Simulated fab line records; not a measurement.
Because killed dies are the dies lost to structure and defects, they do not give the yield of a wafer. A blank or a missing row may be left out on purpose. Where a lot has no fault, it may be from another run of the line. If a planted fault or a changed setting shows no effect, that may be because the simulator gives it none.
fab line records || flow nandHarc || part 2 of 2: steps 25 to 32 of 32
record: {"lots": 5, "wafers": 15, "lastDay": 34}
route steps=1302 shown A_CONTACT@1026
lots that met no fault: from a run of the same line without faults
startH: hours from the record's first day to the start of the lot's first wafer shown || waitH: hours elapsed since this lot's preceding step || " identical to the entry in the row above || L1.1+2: one row covering several wafers at once || - either no value or no given start || * or withheld: withheld || < > ~ a bound
route shown NAME@n: NAME is a module with steps in the file, n the number in the route of the first one || usual: average and standard deviation across the fault-free wafers || same: alike in all rows || chamber/n: place in a boat || sites: per-site readings || _std_site: standard deviation of those values || _edge_site: mean of outer sites minus mean of inner sites || radiusMm: for every site, how far away it sits from the centre of the wafer || mask NAME#n: copy n || behind: the most recent tool/chamber to have shaped the wafer || hold: why the lot went on hold/how many hours it stayed there/how the hold came to an end || device: whichever transistor did not switch (one of n, p or np) || end of line: at the end of the route, the tests of the same wafers || step lacking rows: just its recipe || killed: the dies lost at the first sort to structure and to defects; this is not the yield of the wafer || map: the dies of a wafer, with x for killed, . for not killed, _ for no die there
set.NAME: the run value of the setting; set.NAME@STEP: its run value at that earlier step || model.NAME: the simulator's own value behind a step, which no gauge read
lots at some steps of the route; a table a step, a row a wafer
services: a tool's chamber out of use, with start hour (startH, from the record's first day; less than 0 if before it), hours out, and reason
== steps ==
step: NHARC_A_CONTACT_ETCH_127
recipe: {"sourceW": "withheld", "pressureMtorr": 20, "biasV": 3000, "timeS": 197, "targetDepthA": 19180, "arFlowSccm": "withheld", "c4f8FlowSccm": "withheld", "o2FlowSccm": "withheld", "chemistry": "C4F8/O2/Ar"}
{"lot.wafer": "L083.2", "tool": "harCapEtch-03", "chamber": 1, "startH": 600.93, "waitH": 0.2, "rfHoursCounterH": 56}
{"lot.wafer": "L083.1", "tool": "harCapEtch-03", "chamber": 0, "startH": 600.93, "waitH": 0.2, "rfHoursCounterH": 56}
{"lot.wafer": "L083.6", "tool": "harCapEtch-03", "chamber": 1, "startH": 600.93, "waitH": 0.2, "rfHoursCounterH": "-"}
{"lot.wafer": "L088.1", "tool": "harCapEtch-01", "chamber": 1, "startH": 638.48, "waitH": 0.2, "rfHoursCounterH": 22}
{"lot.wafer": "L088.4", "tool": "harCapEtch-01", "chamber": 0, "startH": 638.48, "waitH": 0.2, "rfHoursCounterH": "-"}
{"lot.wafer": "L088.6", "tool": "harCapEtch-01", "chamber": 1, "startH": 638.48, "waitH": 0.2, "rfHoursCounterH": "-"}
{"lot.wafer": "L087.4", "tool": "harCapEtch-03", "chamber": 1, "startH": 642.70, "waitH": 0.1, "rfHoursCounterH": "-"}
{"lot.wafer": "L087.3", "tool": "harCapEtch-03", "chamber": 0, "startH": 642.70, "waitH": 0.1, "rfHoursCounterH": "-"}
{"lot.wafer": "L087.6", "tool": "harCapEtch-03", "chamber": 0, "startH": 642.70, "waitH": 0.1, "rfHoursCounterH": "-"}
{"lot.wafer": "L094.2", "tool": "harCapEtch-01", "chamber": 1, "startH": 701.83, "waitH": 0.1, "rfHoursCounterH": 35}
{"lot.wafer": "L094.3", "tool": "harCapEtch-01", "chamber": 1, "startH": 701.83, "waitH": 0.1, "rfHoursCounterH": "-"}
{"lot.wafer": "L094.6", "tool": "harCapEtch-01", "chamber": 1, "startH": 701.83, "waitH": 0.1, "rfHoursCounterH": "-"}
{"lot.wafer": "L097.2", "tool": "harCapEtch-03", "chamber": 1, "startH": 738.93, "waitH": 0.1, "rfHoursCounterH": 82}
{"lot.wafer": "L097.4", "tool": "harCapEtch-03", "chamber": 0, "startH": 738.93, "waitH": 0.1, "rfHoursCounterH": "-"}
{"lot.wafer": "L097.6", "tool": "harCapEtch-03", "chamber": 0, "startH": 738.93, "waitH": 0.1, "rfHoursCounterH": "-"}
step: NHARC_A_CONTACT_ETCH_128
recipe: {"sourceW": "withheld", "pressureMtorr": 20, "biasV": 3000, "timeS": 197, "targetDepthA": 19180, "arFlowSccm": "withheld", "c4f8FlowSccm": "withheld", "o2FlowSccm": "withheld", "chemistry": "C4F8/O2/Ar"}
{"lot.wafer": "L083.2", "tool": "harCapEtch-03", "chamber": 1, "startH": 601.17, "waitH": 0.2, "rfHoursCounterH": 57}
{"lot.wafer": "L083.1", "tool": "harCapEtch-03", "chamber": 0, "startH": 601.17, "waitH": 0.2, "rfHoursCounterH": 57}
{"lot.wafer": "L083.6", "tool": "harCapEtch-03", "chamber": 1, "startH": 601.17, "waitH": 0.2, "rfHoursCounterH": "-"}
{"lot.wafer": "L088.1", "tool": "harCapEtch-01", "chamber": 1, "startH": 638.72, "waitH": 0.2, "rfHoursCounterH": 22}
{"lot.wafer": "L088.4", "tool": "harCapEtch-01", "chamber": 0, "startH": 638.72, "waitH": 0.2, "rfHoursCounterH": "-"}
{"lot.wafer": "L088.6", "tool": "harCapEtch-01", "chamber": 1, "startH": 638.72, "waitH": 0.2, "rfHoursCounterH": "-"}
{"lot.wafer": "L087.4", "tool": "harCapEtch-03", "chamber": 1, "startH": 642.88, "waitH": 0.1, "rfHoursCounterH": "-"}
{"lot.wafer": "L087.3", "tool": "harCapEtch-03", "chamber": 0, "startH": 642.88, "waitH": 0.1, "rfHoursCounterH": "-"}
{"lot.wafer": "L087.6", "tool": "harCapEtch-03", "chamber": 0, "startH": 642.88, "waitH": 0.1, "rfHoursCounterH": "-"}
{"lot.wafer": "L094.2", "tool": "harCapEtch-01", "chamber": 1, "startH": 702.00, "waitH": 0.1, "rfHoursCounterH": 35}
{"lot.wafer": "L094.3", "tool": "harCapEtch-01", "chamber": 1, "startH": 702.00, "waitH": 0.1, "rfHoursCounterH": "-"}
{"lot.wafer": "L094.6", "tool": "harCapEtch-01", "chamber": 1, "startH": 702.00, "waitH": 0.1, "rfHoursCounterH": "-"}
{"lot.wafer": "L097.2", "tool": "harCapEtch-03", "chamber": 1, "startH": 739.11, "waitH": 0.1, "rfHoursCounterH": 82}
{"lot.wafer": "L097.4", "tool": "harCapEtch-03", "chamber": 0, "startH": 739.11, "waitH": 0.1, "rfHoursCounterH": "-"}
{"lot.wafer": "L097.6", "tool": "harCapEtch-03", "chamber": 0, "startH": 739.11, "waitH": 0.1, "rfHoursCounterH": "-"}
step: NHARC_A_CONTACT_ETCH_129
recipe: {"sourceW": "withheld", "pressureMtorr": 20, "biasV": 3000, "timeS": 197, "targetDepthA": 19180, "arFlowSccm": "withheld", "c4f8FlowSccm": "withheld", "o2FlowSccm": "withheld", "chemistry": "C4F8/O2/Ar"}
{"lot.wafer": "L083.2", "tool": "harCapEtch-03", "chamber": 1, "startH": 601.40, "waitH": 0.2, "rfHoursCounterH": 57}
{"lot.wafer": "L083.1", "tool": "harCapEtch-03", "chamber": 0, "startH": 601.40, "waitH": 0.2, "rfHoursCounterH": 57}
{"lot.wafer": "L083.6", "tool": "harCapEtch-03", "chamber": 1, "startH": 601.40, "waitH": 0.2, "rfHoursCounterH": "-"}
{"lot.wafer": "L088.1", "tool": "harCapEtch-01", "chamber": 1, "startH": 638.95, "waitH": 0.2, "rfHoursCounterH": 22}
{"lot.wafer": "L088.4", "tool": "harCapEtch-01", "chamber": 0, "startH": 638.95, "waitH": 0.2, "rfHoursCounterH": "-"}
{"lot.wafer": "L088.6", "tool": "harCapEtch-01", "chamber": 1, "startH": 638.95, "waitH": 0.2, "rfHoursCounterH": "-"}
{"lot.wafer": "L087.4", "tool": "harCapEtch-03", "chamber": 1, "startH": 643.05, "waitH": 0.1, "rfHoursCounterH": "-"}
{"lot.wafer": "L087.3", "tool": "harCapEtch-03", "chamber": 0, "startH": 643.05, "waitH": 0.1, "rfHoursCounterH": "-"}
{"lot.wafer": "L087.6", "tool": "harCapEtch-03", "chamber": 0, "startH": 643.05, "waitH": 0.1, "rfHoursCounterH": "-"}
{"lot.wafer": "L094.2", "tool": "harCapEtch-01", "chamber": 1, "startH": 702.18, "waitH": 0.1, "rfHoursCounterH": 35}
{"lot.wafer": "L094.3", "tool": "harCapEtch-01", "chamber": 1, "startH": 702.18, "waitH": 0.1, "rfHoursCounterH": "-"}
{"lot.wafer": "L094.6", "tool": "harCapEtch-01", "chamber": 1, "startH": 702.18, "waitH": 0.1, "rfHoursCounterH": "-"}
{"lot.wafer": "L097.2", "tool": "harCapEtch-03", "chamber": 1, "startH": 739.29, "waitH": 0.2, "rfHoursCounterH": 82}
{"lot.wafer": "L097.4", "tool": "harCapEtch-03", "chamber": 0, "startH": 739.29, "waitH": 0.2, "rfHoursCounterH": "-"}
{"lot.wafer": "L097.6", "tool": "harCapEtch-03", "chamber": 0, "startH": 739.29, "waitH": 0.2, "rfHoursCounterH": "-"}
step: NHARC_A_CONTACT_ETCH_130
recipe: {"sourceW": "withheld", "pressureMtorr": 20, "biasV": 3000, "timeS": 197, "targetDepthA": 19180, "arFlowSccm": "withheld", "c4f8FlowSccm": "withheld", "o2FlowSccm": "withheld", "chemistry": "C4F8/O2/Ar"}
{"lot.wafer": "L083.2", "tool": "harCapEtch-03", "chamber": 1, "startH": 601.64, "waitH": 0.2, "rfHoursCounterH": 57}
{"lot.wafer": "L083.1", "tool": "harCapEtch-03", "chamber": 0, "startH": 601.64, "waitH": 0.2, "rfHoursCounterH": 57}
{"lot.wafer": "L083.6", "tool": "harCapEtch-03", "chamber": 1, "startH": 601.64, "waitH": 0.2, "rfHoursCounterH": "-"}
{"lot.wafer": "L088.1", "tool": "harCapEtch-01", "chamber": 1, "startH": 639.19, "waitH": 0.2, "rfHoursCounterH": 22}
{"lot.wafer": "L088.4", "tool": "harCapEtch-01", "chamber": 0, "startH": 639.19, "waitH": 0.2, "rfHoursCounterH": "-"}
{"lot.wafer": "L088.6", "tool": "harCapEtch-01", "chamber": 1, "startH": 639.19, "waitH": 0.2, "rfHoursCounterH": "-"}
{"lot.wafer": "L087.4", "tool": "harCapEtch-03", "chamber": 1, "startH": 643.23, "waitH": 0.1, "rfHoursCounterH": "-"}
{"lot.wafer": "L087.3", "tool": "harCapEtch-03", "chamber": 0, "startH": 643.23, "waitH": 0.1, "rfHoursCounterH": "-"}
{"lot.wafer": "L087.6", "tool": "harCapEtch-03", "chamber": 0, "startH": 643.23, "waitH": 0.1, "rfHoursCounterH": "-"}
{"lot.wafer": "L094.2", "tool": "harCapEtch-01", "chamber": 1, "startH": 702.35, "waitH": 0.1, "rfHoursCounterH": 35}
{"lot.wafer": "L094.3", "tool": "harCapEtch-01", "chamber": 1, "startH": 702.35, "waitH": 0.1, "rfHoursCounterH": "-"}
{"lot.wafer": "L094.6", "tool": "harCapEtch-01", "chamber": 1, "startH": 702.35, "waitH": 0.1, "rfHoursCounterH": "-"}
{"lot.wafer": "L097.2", "tool": "harCapEtch-03", "chamber": 1, "startH": 739.46, "waitH": 0.1, "rfHoursCounterH": 82}
{"lot.wafer": "L097.4", "tool": "harCapEtch-03", "chamber": 0, "startH": 739.46, "waitH": 0.1, "rfHoursCounterH": "-"}
{"lot.wafer": "L097.6", "tool": "harCapEtch-03", "chamber": 0, "startH": 739.46, "waitH": 0.1, "rfHoursCounterH": "-"}
step: NHARC_A_CONTACT_ETCH_131
recipe: {"sourceW": "withheld", "pressureMtorr": 20, "biasV": 3000, "timeS": 197, "targetDepthA": 19180, "arFlowSccm": "withheld", "c4f8FlowSccm": "withheld", "o2FlowSccm": "withheld", "chemistry": "C4F8/O2/Ar"}
{"lot.wafer": "L083.2", "tool": "harCapEtch-03", "chamber": 1, "startH": 601.87, "waitH": 0.2, "rfHoursCounterH": 57}
{"lot.wafer": "L083.1", "tool": "harCapEtch-03", "chamber": 0, "startH": 601.87, "waitH": 0.2, "rfHoursCounterH": 57}
{"lot.wafer": "L083.6", "tool": "harCapEtch-03", "chamber": 1, "startH": 601.87, "waitH": 0.2, "rfHoursCounterH": "-"}
{"lot.wafer": "L088.1", "tool": "harCapEtch-01", "chamber": 1, "startH": 639.43, "waitH": 0.2, "rfHoursCounterH": 22}
{"lot.wafer": "L088.4", "tool": "harCapEtch-01", "chamber": 0, "startH": 639.43, "waitH": 0.2, "rfHoursCounterH": "-"}
{"lot.wafer": "L088.6", "tool": "harCapEtch-01", "chamber": 1, "startH": 639.43, "waitH": 0.2, "rfHoursCounterH": "-"}
{"lot.wafer": "L087.4", "tool": "harCapEtch-03", "chamber": 1, "startH": 643.40, "waitH": 0.1, "rfHoursCounterH": "-"}
{"lot.wafer": "L087.3", "tool": "harCapEtch-03", "chamber": 0, "startH": 643.40, "waitH": 0.1, "rfHoursCounterH": "-"}
{"lot.wafer": "L087.6", "tool": "harCapEtch-03", "chamber": 0, "startH": 643.40, "waitH": 0.1, "rfHoursCounterH": "-"}
{"lot.wafer": "L094.2", "tool": "harCapEtch-01", "chamber": 1, "startH": 702.53, "waitH": 0.1, "rfHoursCounterH": 35}
{"lot.wafer": "L094.3", "tool": "harCapEtch-01", "chamber": 1, "startH": 702.53, "waitH": 0.1, "rfHoursCounterH": "-"}
{"lot.wafer": "L094.6", "tool": "harCapEtch-01", "chamber": 1, "startH": 702.53, "waitH": 0.1, "rfHoursCounterH": "-"}
{"lot.wafer": "L097.2", "tool": "harCapEtch-03", "chamber": 1, "startH": 739.64, "waitH": 0.1, "rfHoursCounterH": 83}
{"lot.wafer": "L097.4", "tool": "harCapEtch-03", "chamber": 0, "startH": 739.64, "waitH": 0.1, "rfHoursCounterH": "-"}
{"lot.wafer": "L097.6", "tool": "harCapEtch-03", "chamber": 0, "startH": 739.64, "waitH": 0.1, "rfHoursCounterH": "-"}
step: NHARC_A_CONTACT_ETCH_132
recipe: {"sourceW": "withheld", "pressureMtorr": 20, "biasV": 3000, "timeS": 197, "targetDepthA": 19240, "arFlowSccm": "withheld", "c4f8FlowSccm": "withheld", "o2FlowSccm": "withheld", "chemistry": "C4F8/O2/Ar"}
{"lot.wafer": "L083.2", "tool": "harCapEtch-03", "chamber": 1, "startH": 602.11, "waitH": 0.2, "rfHoursCounterH": 57}
{"lot.wafer": "L083.1", "tool": "harCapEtch-03", "chamber": 0, "startH": 602.11, "waitH": 0.2, "rfHoursCounterH": 57}
{"lot.wafer": "L083.6", "tool": "harCapEtch-03", "chamber": 1, "startH": 602.11, "waitH": 0.2, "rfHoursCounterH": "-"}
{"lot.wafer": "L088.1", "tool": "harCapEtch-01", "chamber": 1, "startH": 639.66, "waitH": 0.2, "rfHoursCounterH": 22}
{"lot.wafer": "L088.4", "tool": "harCapEtch-01", "chamber": 0, "startH": 639.66, "waitH": 0.2, "rfHoursCounterH": "-"}
{"lot.wafer": "L088.6", "tool": "harCapEtch-01", "chamber": 1, "startH": 639.66, "waitH": 0.2, "rfHoursCounterH": "-"}
{"lot.wafer": "L087.4", "tool": "harCapEtch-03", "chamber": 1, "startH": 643.57, "waitH": 0.1, "rfHoursCounterH": "-"}
{"lot.wafer": "L087.3", "tool": "harCapEtch-03", "chamber": 0, "startH": 643.57, "waitH": 0.1, "rfHoursCounterH": "-"}
{"lot.wafer": "L087.6", "tool": "harCapEtch-03", "chamber": 0, "startH": 643.57, "waitH": 0.1, "rfHoursCounterH": "-"}
{"lot.wafer": "L094.2", "tool": "harCapEtch-01", "chamber": 1, "startH": 702.70, "waitH": 0.1, "rfHoursCounterH": 35}
{"lot.wafer": "L094.3", "tool": "harCapEtch-01", "chamber": 1, "startH": 702.70, "waitH": 0.1, "rfHoursCounterH": "-"}
{"lot.wafer": "L094.6", "tool": "harCapEtch-01", "chamber": 1, "startH": 702.70, "waitH": 0.1, "rfHoursCounterH": "-"}
{"lot.wafer": "L097.2", "tool": "harCapEtch-03", "chamber": 1, "startH": 739.81, "waitH": 0.1, "rfHoursCounterH": 83}
{"lot.wafer": "L097.4", "tool": "harCapEtch-03", "chamber": 0, "startH": 739.81, "waitH": 0.1, "rfHoursCounterH": "-"}
{"lot.wafer": "L097.6", "tool": "harCapEtch-03", "chamber": 0, "startH": 739.81, "waitH": 0.1, "rfHoursCounterH": "-"}
step: NHARC_A_CONTACT_ETCH_133
recipe: {"sourceW": "withheld", "pressureMtorr": 20, "biasV": 400, "timeS": 374, "targetDepthA": 16100, "arFlowSccm": "withheld", "c4f8FlowSccm": 11.5, "o2FlowSccm": 7.2, "chemistry": "C4F8/O2/Ar"}
{"lot.wafer": "L083.2", "tool": "harCapEtch-03", "chamber": 1, "startH": 602.35, "waitH": 0.2, "rfHoursCounterH": 57}
{"lot.wafer": "L083.1", "tool": "harCapEtch-03", "chamber": 0, "startH": 602.35, "waitH": 0.2, "rfHoursCounterH": 57}
{"lot.wafer": "L083.6", "tool": "harCapEtch-03", "chamber": 1, "startH": 602.35, "waitH": 0.2, "rfHoursCounterH": "-"}
{"lot.wafer": "L088.1", "tool": "harCapEtch-01", "chamber": 1, "startH": 639.95, "waitH": 0.3, "rfHoursCounterH": 23}
{"lot.wafer": "L088.4", "tool": "harCapEtch-01", "chamber": 0, "startH": 639.95, "waitH": 0.3, "rfHoursCounterH": "-"}
{"lot.wafer": "L088.6", "tool": "harCapEtch-01", "chamber": 1, "startH": 639.95, "waitH": 0.3, "rfHoursCounterH": "-"}
{"lot.wafer": "L087.4", "tool": "harCapEtch-03", "chamber": 1, "startH": 643.83, "waitH": 0.2, "rfHoursCounterH": "-"}
{"lot.wafer": "L087.3", "tool": "harCapEtch-03", "chamber": 0, "startH": 643.83, "waitH": 0.2, "rfHoursCounterH": "-"}
{"lot.wafer": "L087.6", "tool": "harCapEtch-03", "chamber": 0, "startH": 643.83, "waitH": 0.2, "rfHoursCounterH": "-"}
{"lot.wafer": "L094.2", "tool": "harCapEtch-01", "chamber": 1, "startH": 702.88, "waitH": 0.1, "rfHoursCounterH": 36}
{"lot.wafer": "L094.3", "tool": "harCapEtch-01", "chamber": 1, "startH": 702.88, "waitH": 0.1, "rfHoursCounterH": "-"}
{"lot.wafer": "L094.6", "tool": "harCapEtch-01", "chamber": 1, "startH": 702.88, "waitH": 0.1, "rfHoursCounterH": "-"}
{"lot.wafer": "L097.2", "tool": "harCapEtch-03", "chamber": 1, "startH": 739.99, "waitH": 0.1, "rfHoursCounterH": 83}
{"lot.wafer": "L097.4", "tool": "harCapEtch-03", "chamber": 0, "startH": 739.99, "waitH": 0.1, "rfHoursCounterH": "-"}
{"lot.wafer": "L097.6", "tool": "harCapEtch-03", "chamber": 0, "startH": 739.99, "waitH": 0.1, "rfHoursCounterH": "-"}
step: NHARC_A_CONTACT_ETCH_91
recipe: {"targetDepthA": 400, "overEtchFrac": 0.5, "timeS": 85.7, "ionEnergyEv": 120, "ch3fFlowSccm": 50, "o2FlowSccm": 30, "arFlowSccm": 200, "rfW": 500, "biasW": 100, "chemistry": "CH3F/O2"}
usual: {"biasW": "100.0/0.31", "drypumpMotorCurrentA": "5.6/0.45", "oesProductAu": "0.933/0.025", "rfVppV": "244.7/1.9", "showerheadPlenumPTorr": "2.49/0.12", "throttleValvePct": "20.663/0.0095"}
{"lot.wafer": "L083.2", "tool": "rieDiel-12", "chamber": 1, "startH": 603.28, "waitH": 0.8, "biasW": 100.2, "drypumpMotorCurrentA": 5.9, "oesProductAu": 0.975, "rfHoursCounterH": 22, "rfVppV": 245.7, "showerheadPlenumPTorr": 2.58, "throttleValvePct": 20.663}
{"lot.wafer": "L083.1", "tool": "rieDiel-12", "chamber": 2, "startH": 603.28, "waitH": 0.8, "biasW": 100.2, "drypumpMotorCurrentA": 5.1, "oesProductAu": 0.982, "rfHoursCounterH": 22, "rfVppV": 241.8, "showerheadPlenumPTorr": 2.30, "throttleValvePct": 20.660}
{"lot.wafer": "L083.6", "tool": "rieDiel-12", "chamber": 1, "startH": 603.28, "waitH": 0.8, "biasW": 99.7, "drypumpMotorCurrentA": 5.9, "oesProductAu": 0.966, "rfHoursCounterH": "-", "rfVppV": 245.2, "showerheadPlenumPTorr": 2.58, "throttleValvePct": 20.648}
{"lot.wafer": "L088.1", "tool": "rieDiel-12", "chamber": 0, "startH": 640.84, "waitH": 0.8, "biasW": 99.8, "drypumpMotorCurrentA": 5.3, "oesProductAu": 0.997, "rfHoursCounterH": 1, "rfVppV": 245.3, "showerheadPlenumPTorr": 2.55, "throttleValvePct": 20.671}
{"lot.wafer": "L088.4", "tool": "rieDiel-12", "chamber": 1, "startH": 640.84, "waitH": 0.8, "biasW": 100.1, "drypumpMotorCurrentA": 5.9, "oesProductAu": 0.983, "rfHoursCounterH": 1, "rfVppV": 246.5, "showerheadPlenumPTorr": 2.58, "throttleValvePct": 20.676}
{"lot.wafer": "L088.6", "tool": "rieDiel-12", "chamber": 0, "startH": 640.84, "waitH": 0.8, "biasW": 100.3, "drypumpMotorCurrentA": 5.3, "oesProductAu": 0.991, "rfHoursCounterH": "-", "rfVppV": 245.5, "showerheadPlenumPTorr": 2.55, "throttleValvePct": 20.662}
{"lot.wafer": "L087.3", "tool": "rieDiel-07", "chamber": 2, "startH": 644.52, "waitH": 0.5, "biasW": 99.6, "drypumpMotorCurrentA": 5.9, "oesProductAu": 0.929, "rfHoursCounterH": 61, "rfVppV": 245.6, "showerheadPlenumPTorr": 2.50, "throttleValvePct": 20.677}
{"lot.wafer": "L087.4", "tool": "rieDiel-07", "chamber": 0, "startH": 644.52, "waitH": 0.5, "biasW": 100.0, "drypumpMotorCurrentA": 5.9, "oesProductAu": 0.901, "rfHoursCounterH": 59, "rfVppV": 246.4, "showerheadPlenumPTorr": 2.59, "throttleValvePct": 20.665}
{"lot.wafer": "L087.6", "tool": "rieDiel-07", "chamber": 1, "startH": 644.52, "waitH": 0.5, "biasW": 100.8, "drypumpMotorCurrentA": 5.4, "oesProductAu": 0.929, "rfHoursCounterH": "-", "rfVppV": 242.5, "showerheadPlenumPTorr": 2.27, "throttleValvePct": 20.656}
{"lot.wafer": "L094.3", "tool": "rieDiel-12", "chamber": 1, "startH": 703.66, "waitH": 0.6, "biasW": 99.4, "drypumpMotorCurrentA": 5.9, "oesProductAu": 0.912, "rfHoursCounterH": 13, "rfVppV": 246.1, "showerheadPlenumPTorr": 2.58, "throttleValvePct": 20.666}
{"lot.wafer": "L094.2", "tool": "rieDiel-12", "chamber": 3, "startH": 703.66, "waitH": 0.6, "biasW": 99.6, "drypumpMotorCurrentA": 6.3, "oesProductAu": 0.930, "rfHoursCounterH": 10, "rfVppV": 246.3, "showerheadPlenumPTorr": 2.56, "throttleValvePct": 20.660}
{"lot.wafer": "L094.6", "tool": "rieDiel-12", "chamber": 1, "startH": 703.66, "waitH": 0.6, "biasW": 99.8, "drypumpMotorCurrentA": 5.9, "oesProductAu": 0.911, "rfHoursCounterH": "-", "rfVppV": 245.3, "showerheadPlenumPTorr": 2.57, "throttleValvePct": 20.668}
{"lot.wafer": "L097.2", "tool": "rieDiel-12", "chamber": 3, "startH": 740.80, "waitH": 0.7, "biasW": 100.2, "drypumpMotorCurrentA": 6.3, "oesProductAu": 0.937, "rfHoursCounterH": 17, "rfVppV": 246.2, "showerheadPlenumPTorr": 2.55, "throttleValvePct": 20.644}
{"lot.wafer": "L097.4", "tool": "rieDiel-12", "chamber": 0, "startH": 740.80, "waitH": 0.7, "biasW": 99.9, "drypumpMotorCurrentA": 5.3, "oesProductAu": 0.917, "rfHoursCounterH": 19, "rfVppV": 244.8, "showerheadPlenumPTorr": 2.54, "throttleValvePct": 20.668}
{"lot.wafer": "L097.6", "tool": "rieDiel-12", "chamber": 2, "startH": 740.80, "waitH": 0.7, "biasW": 100.2, "drypumpMotorCurrentA": 5.1, "oesProductAu": 0.938, "rfHoursCounterH": "-", "rfVppV": 240.0, "showerheadPlenumPTorr": 2.29, "throttleValvePct": 20.672}
== services ==
{"tool": "pecvd-02", "chamber": "-", "startH": 571.25, "hours": 1.3, "kind": "repair"}
{"tool": "pecvd-02", "chamber": "-", "startH": 589.12, "hours": 13.0, "kind": "pm"}
{"tool": "rieDiel-07", "chamber": 3, "startH": 592.66, "hours": 15.5, "kind": "repair"}
{"tool": "rieDiel-12", "chamber": "-", "startH": 622.41, "hours": 9.0, "kind": "pm"}
{"tool": "rieDiel-07", "chamber": 1, "startH": 627.64, "hours": 3.5, "kind": "repair"}
{"tool": "harCapEtch-01", "chamber": "-", "startH": 637.38, "hours": 0.2, "kind": "repair"}
{"tool": "arfiScanner-02", "chamber": "-", "startH": 637.74, "hours": 1.7, "kind": "repair"}
{"tool": "rieDiel-12", "chamber": "-", "startH": 640.97, "hours": 1.3, "kind": "repair"}
{"tool": "rieDiel-07", "chamber": "-", "startH": 649.85, "hours": 9.0, "kind": "pm"}
{"tool": "rieDiel-12", "chamber": 0, "startH": 654.26, "hours": 5.0, "kind": "repair"}
{"tool": "rieDiel-12", "chamber": 3, "startH": 655.28, "hours": 10.7, "kind": "repair"}
{"tool": "arfiScanner-02", "chamber": "-", "startH": 656.00, "hours": 4.0, "kind": "pm"}
{"tool": "harCapEtch-01", "chamber": "-", "startH": 658.40, "hours": 0.5, "kind": "repair"}
{"tool": "harCapEtch-01", "chamber": "-", "startH": 664.87, "hours": 0.3, "kind": "repair"}
{"tool": "arfiScanner-02", "chamber": "-", "startH": 665.00, "hours": 0.2, "kind": "repair"}
{"tool": "lithoTrack-01", "chamber": "-", "startH": 680.00, "hours": 7.0, "kind": "pm"}
{"tool": "rieDiel-12", "chamber": 2, "startH": 695.17, "hours": 7.1, "kind": "repair"}
{"tool": "lithoTrack-06", "chamber": "-", "startH": 704.00, "hours": 7.0, "kind": "pm"}
{"tool": "rieDiel-01", "chamber": 1, "startH": 720.80, "hours": 17.8, "kind": "repair"}
{"tool": "wetBench-06", "chamber": "-", "startH": 721.60, "hours": 8.0, "kind": "pm"}
{"tool": "rieDiel-01", "chamber": 3, "startH": 727.61, "hours": 5.5, "kind": "repair"}
{"tool": "lithoTrack-04", "chamber": "-", "startH": 728.00, "hours": 7.0, "kind": "pm"}
{"tool": "aclDep-01", "chamber": "-", "startH": 735.89, "hours": 13.0, "kind": "pm"}
{"tool": "rieDiel-01", "chamber": "-", "startH": 739.32, "hours": 9.0, "kind": "pm"}
